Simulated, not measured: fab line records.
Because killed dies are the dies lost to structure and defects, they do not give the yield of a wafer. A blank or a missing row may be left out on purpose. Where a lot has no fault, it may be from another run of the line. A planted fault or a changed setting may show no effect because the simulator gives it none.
Matching of chambers + flow nand harc + 4 sister chambers for NHARC_A_STAIRCASE_DESCUM_312 on rie diel-12
The step chemistry O2, time 3 s. 4 wafers are shown with their chamber, then 12 later ones without.

== WAFERS PAIRED WITH THEIR CHAMBERS ==
| wafer  | chamber | showerhead plenum p Torr (Torr) |
|--------|---------|---------------------------------|
| L087.1 | 3       | 1.99                            |
| L086.6 | 0       | 2.06                            |
| L090.5 | 2       | 1.93                            |
| L090.6 | 1       | 2.04                            |

== WAFERS WHOSE CHAMBER IS MISSING ==
| wafer  | showerhead plenum p Torr (Torr) |
|--------|---------------------------------|
| L091.2 | 2.06                            |
| L091.5 | 1.99                            |
| L091.6 | 1.93                            |
| L092.1 | 2.04                            |
| L092.2 | 1.93                            |
| L092.4 | 1.99                            |
| L092.3 | 2.06                            |
| L092.5 | 1.99                            |
| L092.6 | 2.06                            |
| L096.2 | 2.04                            |
| L096.3 | 1.98                            |
| L096.6 | 2.05                            |

== THE CHAMBER EACH PASSED THROUGH ==
| wafer  | from the rows above     | in truth |
|--------|-------------------------|----------|
| L091.2 | 0                       | 0        |
| L091.5 | 3                       | 3        |
| L091.6 | 2                       | 2        |
| L092.1 | 1                       | 1        |
| L092.2 | 2                       | 2        |
| L092.4 | 3                       | 3        |
| L092.3 | 0                       | 0        |
| L092.5 | 3                       | 3        |
| L092.6 | 0                       | 0        |
| L096.2 | 1                       | 1        |
| L096.3 | 3                       | 3        |
| L096.6 | can't be placed: 1 or 0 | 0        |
11 of 12 placed correctly. From these rows, 1 cannot be placed; in 1 the true chamber is one of the candidates. Wrongly placed: 0.
How it was worked out, from the rows above alone: a wafer's distance from a chamber is the root of the sum, over the readings, of the square of ((its reading less the chamber's mean) divided by the reading's scatter). If the next closest chamber is less than 2 further off than the closest, the wafer can't be placed; otherwise it belongs to the closest. Each chamber's mean is taken over the wafers shown for it. The scatter: root of mean squared gap, hidden wafer to nearest shown wafer, with one shown wafer a chamber.
